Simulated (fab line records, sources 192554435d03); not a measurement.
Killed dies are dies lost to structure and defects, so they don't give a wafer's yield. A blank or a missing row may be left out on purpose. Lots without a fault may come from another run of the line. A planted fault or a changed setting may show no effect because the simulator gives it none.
Chamber matching | flow n5_finfet | N5_BEOL_M5_ETCH_62 on rie_diel-05: 4 sister chambers
The step etches SOC in N2/H2, target depth 75 nm, overetch 15 nm, time 112.5 s. 8 wafers are shown with their chamber, then 8 later ones without.

WAFERS WITH THEIR CHAMBER
wafer  | chamber | drypump_motor_current_A (A) | showerhead_plenum_p_Torr (Torr)
L079.1 | 3       | 6.1                         | 2.44
L086.2 | 1       | 6.3                         | 2.62
L088.1 | 0       | 6.1                         | 2.56
L088.2 | 3       | 6.2                         | 2.43
L089.2 | 1       | 6.3                         | 2.61
L089.3 | 2       | 5.3                         | 2.64
L089.5 | 2       | 5.3                         | 2.64
L091.3 | 0       | 6.1                         | 2.55

WAFERS WITHOUT THEIR CHAMBER
wafer  | drypump_motor_current_A (A) | showerhead_plenum_p_Torr (Torr)
L091.4 | 5.3                         | 2.64
L091.6 | 6.3                         | 2.61
L092.1 | 6.2                         | 2.43
L092.2 | 5.4                         | 2.64
L092.5 | 5.3                         | 2.64
L097.1 | 5.3                         | 2.63
L097.3 | 6.2                         | 2.42
L097.5 | 6.3                         | 2.61

WHICH CHAMBER EACH WENT THROUGH
wafer  | from the rows above | in truth
L091.4 | 2                   | 2
L091.6 | 1                   | 1
L092.1 | 3                   | 3
L092.2 | 2                   | 2
L092.5 | 2                   | 2
L097.1 | 2                   | 2
L097.3 | 3                   | 3
L097.5 | 1                   | 1
Placed correctly: 8 of 8. Can't be placed from these rows: 0. Placed wrongly: 0.
How it was worked out, from the rows above alone: a wafer's distance from a chamber is the root of the sum, over the readings, of the square of ((its reading less the chamber's mean) divided by the reading's scatter). The wafer belongs to the nearest chamber; if the next one is less than 2 further off, it can't be placed. A chamber's mean is the mean of its shown wafers. The scatter: the root of (the sum of the squares of (reading less its chamber's mean) over the shown wafers, divided by (wafers less chambers)).
